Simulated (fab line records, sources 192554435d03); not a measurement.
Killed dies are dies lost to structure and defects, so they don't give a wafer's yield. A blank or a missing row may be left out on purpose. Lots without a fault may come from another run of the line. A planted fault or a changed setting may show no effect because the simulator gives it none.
One fault seen from 2 desks | flow n5_finfet | each desk has only its own numbers; what lay behind them comes last

THE METROLOGY DESK
What the gauges read, lot by lot, whatever tool the lot ran on: means of the sampled wafers that have a number. A lot is out of limits, marked OUT, if its mean lies more than 4 standard deviations from the usual mean; the brackets give that distance.
Columns: A = trench_depth_nm at N5_STI_FIN_REVEAL_FIN_H_MEAS_10, usual 52.2 nm; B = cd_nm at N5_DUMMY_GATE_CD_MEAS_24, usual 15.1 nm
lot  | first seen here | A    | B
L233 | day 2 12:46     | 52.0 | 14.8
L234 | day 2 21:19     | 53.2 | 14.7
L235 | day 3 02:20     | 52.5 | 15.0
L237 | day 3 13:48     | 52.3 | 14.9
L238 | day 3 19:32     | 53.0 | 14.6
L239 | day 4 00:47     | 50.9 | 14.8
L240 | day 4 09:42     | 52.6 | 15.2
L241 | day 4 14:22     | 52.8 | 15.1
L248 | day 6 06:55     | 52.9 | 14.8
L250 | day 6 18:36     | 52.5 | 15.1
L251 | day 7 00:35     | 51.5 | 15.1
L254 | day 7 20:16     | 52.2 | 15.4
L256 | day 8 10:10     | 50.9 | 15.0
This desk's finding: nothing out of limits on any of the 13 lots.

THE TOOL OWNER'S DESK: litho_track-01
The tool's own readings at N5_SD_EPI_N_COAT_32 (time 60 s, resist thk 350 nm): means of the sampled wafers that have a number, for each lot that ran on this tool. A lot is out of limits, marked OUT, if its mean lies more than 4 standard deviations from the usual mean; the brackets give that distance.
Columns: A = chill_plate_temp_C at N5_SD_EPI_N_COAT_32, usual 23.00 C; B = heater_power_total_W at N5_SD_EPI_N_COAT_32, usual 500.6 W; C = run_length_s at N5_SD_EPI_N_COAT_32, usual 66.27 s
lot  | first seen here | A     | B     | C
L233 | day 3 02:40     | 22.94 | 500.6 | 66.49
L234 | day 3 07:49     | 22.91 | 501.8 | 66.66
L237 | day 4 00:34     | 22.97 | 499.1 | 66.45
L239 | day 4 11:50     | 23.18 | 499.8 | 66.47
L241 | day 5 01:04     | 22.95 | 500.7 | 66.53
L248 | day 6 17:28     | 23.11 | 499.8 | 85.94 (+73) OUT
L250 | day 7 05:07     | 23.05 | 500.2 | 85.89 (+73) OUT
This desk's finding: out of limits on L248, L250; first on L248, day 6 17:28 (run_length_s at N5_SD_EPI_N_COAT_32). In limits: L233, L234, L237, L239, L241.

PUT TOGETHER
The tool owner's desk could have raised an alarm at day 6 17:28, on L248, L250.
The metrology desk saw nothing out of limits.
The metrology desk has L248, L250 on record, within its limits.
Of the lots named, all ran N5_SD_EPI_N_COAT_32 on litho_track-01.

WHAT THE SIMULATOR HAD PUT IN
Process parameter drift: litho_track-01, from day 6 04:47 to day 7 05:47, at N5_SD_EPI_N_COAT_32. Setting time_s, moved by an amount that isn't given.
Lots struck among those shown: L248, L250.
Hours from the fault's start to each desk's first reading out of limits: the tool owner's desk, 13.
